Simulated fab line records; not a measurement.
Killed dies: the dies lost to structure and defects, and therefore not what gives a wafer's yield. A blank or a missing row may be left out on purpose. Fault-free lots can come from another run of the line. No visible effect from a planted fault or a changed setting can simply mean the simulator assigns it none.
Matching of chambers :: flow nand-harc :: rie-si-02 running NHARC_A_ZERO_WELL_ETCH_13: 4 sister chambers
The step etches the open film in HBr/Cl2, target depth 120 nm, time 40.1 s. 14 wafers are shown with their chamber, then 7 later ones without.

WAFERS, EACH WITH ITS CHAMBER
wafer: L432.2
chamber: 0
drypump-motor-current-A (A): 4.7
oes-product-au (a.u.): 0.988
throttle-valve-pct (%): 26.400

wafer: L432.4
chamber: 3
drypump-motor-current-A (A): 5.8
oes-product-au (a.u.): 1.007
throttle-valve-pct (%): 26.411

wafer: L432.6
chamber: 2
drypump-motor-current-A (A): 5.4
oes-product-au (a.u.): 1.011
throttle-valve-pct (%): 26.406

wafer: L434.2
chamber: 3
drypump-motor-current-A (A): 5.8
oes-product-au (a.u.): 1.016
throttle-valve-pct (%): 26.397

wafer: L434.4
chamber: 1
drypump-motor-current-A (A): 6.7
oes-product-au (a.u.): 1.008
throttle-valve-pct (%): 26.410

wafer: L434.6
chamber: 3
drypump-motor-current-A (A): 5.8
oes-product-au (a.u.): 1.016
throttle-valve-pct (%): 26.395

wafer: L436.1
chamber: 0
drypump-motor-current-A (A): 4.8
oes-product-au (a.u.): 0.998
throttle-valve-pct (%): 26.412

wafer: L436.5
chamber: 3
drypump-motor-current-A (A): 5.8
oes-product-au (a.u.): 1.006
throttle-valve-pct (%): 26.420

wafer: L436.6
chamber: 0
drypump-motor-current-A (A): 4.7
oes-product-au (a.u.): 0.990
throttle-valve-pct (%): 26.398

wafer: L438.1
chamber: 2
drypump-motor-current-A (A): 5.5
oes-product-au (a.u.): 1.019
throttle-valve-pct (%): 26.412

wafer: L438.4
chamber: 3
drypump-motor-current-A (A): 5.8
oes-product-au (a.u.): 1.002
throttle-valve-pct (%): 26.407

wafer: L438.6
chamber: 0
drypump-motor-current-A (A): 4.8
oes-product-au (a.u.): 0.984
throttle-valve-pct (%): 26.385

wafer: L447.1
chamber: 3
drypump-motor-current-A (A): 5.8
oes-product-au (a.u.): 1.001
throttle-valve-pct (%): 26.409

wafer: L447.2
chamber: 1
drypump-motor-current-A (A): 6.6
oes-product-au (a.u.): 0.990
throttle-valve-pct (%): 26.406

SIGNATURES (means of the wafers above)
reading: drypump-motor-current-A
chamber 0: 4.750
chamber 1: 6.650
chamber 2: 5.450
chamber 3: 5.800
scatter within a chamber: 0.0447

reading: oes-product-au
chamber 0: 0.99000
chamber 1: 0.99900
chamber 2: 1.01500
chamber 3: 1.00800
scatter within a chamber: 0.00718

reading: throttle-valve-pct
chamber 0: 26.39875
chamber 1: 26.40800
chamber 2: 26.40900
chamber 3: 26.40650
scatter within a chamber: 0.00908
Rule: a wafer lies at a distance from a chamber equal to the root of the sum of squares, over the readings, of (its reading less the chamber's mean, divided by the reading's scatter). The wafer belongs to the nearest chamber; if the next one is less than 2 further off, it can't be placed. The scatter: take each reading less its chamber's mean, square it, sum over the shown wafers, divide by the number of wafers less the number of chambers, and take the root.

WAFERS WITHOUT THEIR CHAMBER
wafer: L447.6
drypump-motor-current-A (A): 5.8
oes-product-au (a.u.): 1.005
throttle-valve-pct (%): 26.414

wafer: L449.1
drypump-motor-current-A (A): 6.7
oes-product-au (a.u.): 1.004
throttle-valve-pct (%): 26.413

wafer: L449.2
drypump-motor-current-A (A): 5.5
oes-product-au (a.u.): 1.000
throttle-valve-pct (%): 26.392

wafer: L449.5
drypump-motor-current-A (A): 5.5
oes-product-au (a.u.): 1.000
throttle-valve-pct (%): 26.399

wafer: L452.2
drypump-motor-current-A (A): 5.5
oes-product-au (a.u.): 0.996
throttle-valve-pct (%): 26.401

wafer: L452.5
drypump-motor-current-A (A): 5.5
oes-product-au (a.u.): 0.999
throttle-valve-pct (%): 26.403

wafer: L452.6
drypump-motor-current-A (A): 5.8
oes-product-au (a.u.): 1.010
throttle-valve-pct (%): 26.407

CHAMBER TAKEN BY EACH
wafer: L447.6
from the rows above: 3
in truth: 3

wafer: L449.1
from the rows above: 1
in truth: 1

wafer: L449.2
from the rows above: 2
in truth: 2

wafer: L449.5
from the rows above: 2
in truth: 2

wafer: L452.2
from the rows above: 2
in truth: 2

wafer: L452.5
from the rows above: 2
in truth: 2

wafer: L452.6
from the rows above: 3
in truth: 3
Correct placement for 7 of the 7. Left unplaced by these rows: 0. Placed wrongly: 0.
